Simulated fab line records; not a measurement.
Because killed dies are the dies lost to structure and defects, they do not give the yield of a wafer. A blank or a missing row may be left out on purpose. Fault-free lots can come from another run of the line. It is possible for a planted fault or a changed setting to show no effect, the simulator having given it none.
Struck lot and sound lot, side by side || flow n5-finfet || 19 steps out of a route of 1938
Sound: the wafers L878.1, L878.3, L878.6. The struck wafers were L877.1, L877.5, L877.6. The cause comes at the end.
Each step with rows lists, per side, the tool, then ch with its chambers, then its first start. Under that, the readings that differ: sound wafers || struck wafers || difference of the means || sigmas: that difference in standard deviations of wafers without a fault.
alike: readings with means less than 2 such deviations apart, plus words and numbers identical on both sides. not compared: withheld readings, readings lacking a value on some wafer, bounds such as >300 that could conceal the same value, and numbers that have no deviation in the record and whose values overlap.
Wherever a step has rows on one side only, a row that says differs or no value, or a row with sigmas, the two part there. Numbers that don't overlap but have no deviation are shown without sigmas and don't part them. A reading that every wafer of one side lacks parts them only if that side has two wafers or more.

first, 9 steps without rows for these wafers: N5_BEOL_M13_DESCUM_15 (chemistry O2, time 7.9 s); N5_BEOL_M13_ETCH_59 (etches BARC in N2/H2, target depth 89 nm, overetch 26.7 nm, time 67.9 s); N5_BEOL_M13_VIA_ETCH_16 (etches SiOC in C4F8/O2/Ar, target depth 921.7 nm); N5_BEOL_M13_STRIP_63 (strips in N2/H2); N5_BEOL_M13_STRIP_64 (strips in N2/H2); N5_BEOL_M13_STRIP_71 (strips in post etch residue remover, time 60 s); N5_BEOL_M13_SRD_72 (time 30 s, dry time 30 s); N5_BEOL_M13_COAT_65 (time 60 s, resist thk 350 nm); N5_BEOL_M13_COAT_66 (time 60 s, resist thk 110 nm).
N5_BEOL_M13_COAT_22: resist thk 300 nm.
  sound on litho-track-02 ch 0, day 17 15:44; struck on litho-track-03 ch 0, day 17 15:11
{"reading": "spin-speed-rpm (rpm)", "sound": "2887.6 2887.9 2885.9", "struck": "2701.1 2701.6 2702.5", "difference": -185.4, "sigmas": -88}
{"reading": "model.coat_of_BEOL_M13_COAT_22.thk-nm (nm)", "sound": "300.2 300 300.6", "struck": "310.6 311.6 311.4", "difference": "+10.9", "sigmas": ""}
  alike: chill-plate-temp-C
then, 7 steps without rows for these wafers: N5_BEOL_M13_EBR_24; N5_BEOL_M13_SOFTBAKE_23 (time 60 s); N5_BEOL_M13_EXPOSE_25 (exposes mask M13, target cd 210 nm); N5_BEOL_M13_PEB_26 (peb time 90 s); N5_BEOL_M13_DEVELOP_27 (develop time 45 s); N5_BEOL_M13_HARDBAKE_32 (time 120 s); N5_BEOL_M13_DESCUM_33 (chemistry O2, time 7.9 s).
N5_BEOL_M13_ETCH_67: etches SiARC in CF4, target depth 143 nm, time 238.3 s.
  sound on rie-diel-02 ch 1,2,3, day 17 16:16; struck on rie-diel-04 ch 1,2,3, day 17 15:54
{"reading": "model.coat_of_BEOL_M13_COAT_22.thk-nm (nm)", "sound": "212 211.4 212", "struck": "222 223.2 222.4", "difference": "+11", "sigmas": ""}
  alike: bias-w, drypump-motor-current-A, etch-rf-on-time-s, oes-product-au, rf-fwd-power-W, rf-vpp-V, showerhead-plenum-p-Torr, throttle-valve-pct
  not compared: rf-hours-counter-h
then, 1 step without rows for these wafers: N5_BEOL_M13_ETCH_68 (etches SOC in N2/H2, time 355 s).

## WHERE THEY PART
Only at N5_BEOL_M13_COAT_22, within this record. Later steps at which nothing parts them and some readings are alike: N5_BEOL_M13_ETCH_67.

WHY: what had been put in by the simulator
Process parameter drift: litho-track-03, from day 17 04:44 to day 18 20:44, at N5_BEOL_M13_COAT_22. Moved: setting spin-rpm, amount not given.
